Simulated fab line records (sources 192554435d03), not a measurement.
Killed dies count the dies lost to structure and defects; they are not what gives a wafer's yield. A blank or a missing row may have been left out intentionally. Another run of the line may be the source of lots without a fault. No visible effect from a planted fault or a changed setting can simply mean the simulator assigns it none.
Matching of chambers :: flow n5Finfet :: rieDiel-05 running N5_FIN_SAQP_STRIP_55: 4 sister chambers
The step strips in N2/H2. 8 wafers are shown with their chamber, then 7 later ones without.

WAFERS, EACH WITH ITS CHAMBER
wafer: L075.3
chamber: 2
throttleValvePct (%): 18.5
showerheadPlenumPTorr (Torr): 3.49

wafer: L075.5
chamber: 1
throttleValvePct (%): 19.1
showerheadPlenumPTorr (Torr): 3.36

wafer: L075.6
chamber: 0
throttleValvePct (%): 18.7
showerheadPlenumPTorr (Torr): 3.36

wafer: L076.1
chamber: 1
throttleValvePct (%): 19.0
showerheadPlenumPTorr (Torr): 3.36

wafer: L076.4
chamber: 2
throttleValvePct (%): 18.5
showerheadPlenumPTorr (Torr): 3.49

wafer: L076.6
chamber: 3
throttleValvePct (%): 19.3
showerheadPlenumPTorr (Torr): 3.32

wafer: L083.2
chamber: 3
throttleValvePct (%): 19.3
showerheadPlenumPTorr (Torr): 3.31

wafer: L083.3
chamber: 0
throttleValvePct (%): 18.7
showerheadPlenumPTorr (Torr): 3.35

WAFERS MISSING THEIR CHAMBER
wafer: L083.4
throttleValvePct (%): 18.7
showerheadPlenumPTorr (Torr): 3.35

wafer: L089.2
throttleValvePct (%): 18.6
showerheadPlenumPTorr (Torr): 3.48

wafer: L089.5
throttleValvePct (%): 19.3
showerheadPlenumPTorr (Torr): 3.30

wafer: L089.6
throttleValvePct (%): 18.5
showerheadPlenumPTorr (Torr): 3.48

wafer: L096.1
throttleValvePct (%): 18.7
showerheadPlenumPTorr (Torr): 3.33

wafer: L096.2
throttleValvePct (%): 18.6
showerheadPlenumPTorr (Torr): 3.47

wafer: L096.5
throttleValvePct (%): 19.1
showerheadPlenumPTorr (Torr): 3.34

EACH ONE'S CHAMBER
wafer: L083.4
from the rows above: 0
in truth: 0

wafer: L089.2
from the rows above: 2
in truth: 2

wafer: L089.5
from the rows above: 3
in truth: 3

wafer: L089.6
from the rows above: 2
in truth: 2

wafer: L096.1
from the rows above: 0
in truth: 0

wafer: L096.2
from the rows above: 2
in truth: 2

wafer: L096.5
from the rows above: 1
in truth: 1
7 of 7 placed correctly. Left unplaced by these rows: 0. Number placed wrongly: 0.
How it was worked out, from the rows above alone: a wafer's distance from a chamber is the root of the sum, over the readings, of the square of ((its reading less the chamber's mean) divided by the reading's scatter). The wafer belongs to the nearest chamber; if the next one is less than 2 further off, it can't be placed. The mean given for a chamber averages the wafers shown for that chamber. The scatter: the root of (the sum of the squares of (reading less its chamber's mean) over the shown wafers, divided by (wafers less chambers)).
